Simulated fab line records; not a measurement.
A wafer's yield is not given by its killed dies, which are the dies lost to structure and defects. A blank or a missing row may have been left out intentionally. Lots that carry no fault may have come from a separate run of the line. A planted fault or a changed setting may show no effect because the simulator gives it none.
Split-lot trial    flow n5 finfet    21 wafers read across 7 lots, on a route 1938 steps long

== ABOUT THE SPLIT ==
At N5_BEOL_M14_ETCH_68 (etches SOC in N2/H2, time 450 s), the setting time s was moved away from the recipe's 450 s on 7 of the 21 wafers read, by -21.6% to +13.1%. For the rest of the wafers, this setting stayed at what the recipe calls for.

The split's own step is where the reading is taken.

== THE READING ==
SiARC_of_BEOL_M14_COAT_66.thk nm (the simulator's own value, which no gauge read), in nm, at N5_BEOL_M14_ETCH_68 (etches SOC in N2/H2, time 450 s). The file does not state a usual value for it. The 14 wafers here that ran the recipe average 65.1 nm, standard deviation 0.82 nm.

wafer   tool, chamber at the split  time s as run, s  against the recipe  SiARC_of_BEOL_M14_COAT_66.thk nm, nm  against lot-mates on the recipe
L074.4  rie diel-01, 3              450               recipe              63.2                                  -
L074.5  rie diel-01, 1              396.2             -12.0%              69.6                                  +6.4
L074.6  rie diel-01, 0              396.2             -12.0%              71                                    +7.8
L081.1  rie diel-04, 3              450               recipe              66.2                                  -
L081.5  rie diel-04, 1              450               recipe              65.4                                  -
L081.6  rie diel-04, 2              376.4             -16.4%              73.8                                  +8.0
L084.2  rie diel-03, 3              450               recipe              65.4                                  -
L084.4  rie diel-03, 2              450               recipe              66                                    -
L084.6  rie diel-03, 2              508.8             +13.1%              60.8                                  -4.9
L086.2  rie diel-01, 0              450               recipe              65.4                                  -
L086.3  rie diel-01, 1              450               recipe              64.6                                  -
L086.4  rie diel-01, 3              450               recipe              64.8                                  -
L088.2  rie diel-03, 2              450               recipe              66                                    -
L088.4  rie diel-03, 1              370               -17.8%              73.6                                  +8.4
L088.6  rie diel-03, 0              450               recipe              64.4                                  -
L093.1  rie diel-01, 0              450               recipe              65.4                                  -
L093.2  rie diel-01, 1              450               recipe              64.4                                  -
L093.3  rie diel-01, 3              450               recipe              64.2                                  -
L094.2  rie diel-03, 1              450               recipe              65.8                                  -
L094.3  rie diel-03, 0              352.9             -21.6%              75.4                                  +9.6
L094.4  rie diel-03, 2              352.9             -21.6%              76.6                                  +10.8

FIT RESULTS
A straight line over all 21 wafers: SiARC_of_BEOL_M14_COAT_66.thk nm changes by -0.472 nm for each +1% of time s; r = -0.98; the points scatter about the line by 0.93 nm.
The same after taking each lot's own level away (the mean of its wafers on the recipe; 21 wafers): -0.475 nm for each +1%; r = -0.99; scatter 0.71 nm.
According to that fit, moving time s by its largest amount changes the reading by 10 nm.
Across the lots, their own levels run from 63.20 to 65.80 nm, a range of 3.2 times the standard deviation given above.
So the lot-to-lot level changes the slope little: the two slopes agree.
Check: for one of the wafers moved furthest among these (-21.6%), held out of the fit, the line's prediction against its lot-mates is +10.7 nm. Against them it came out at +9.6 nm.

== OTHER SPLITS ON THESE WAFERS ==
Other splits were also applied to these wafers ahead of the reading. Each is held against what the fit with the lots' levels taken away leaves over:
other split on the same wafers  wafers away from the commonest value  r with SiARC_of_BEOL_M14_COAT_66.thk nm (lot level and that fit taken away)
N5_BEOL_M12_SPUTTER_44 power w  7                                     +0.06

== FILE'S OWN FIT ==
SiARC_of_BEOL_M14_COAT_66.thk nm changes by -0.476 nm for each +1% of time s, r = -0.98.
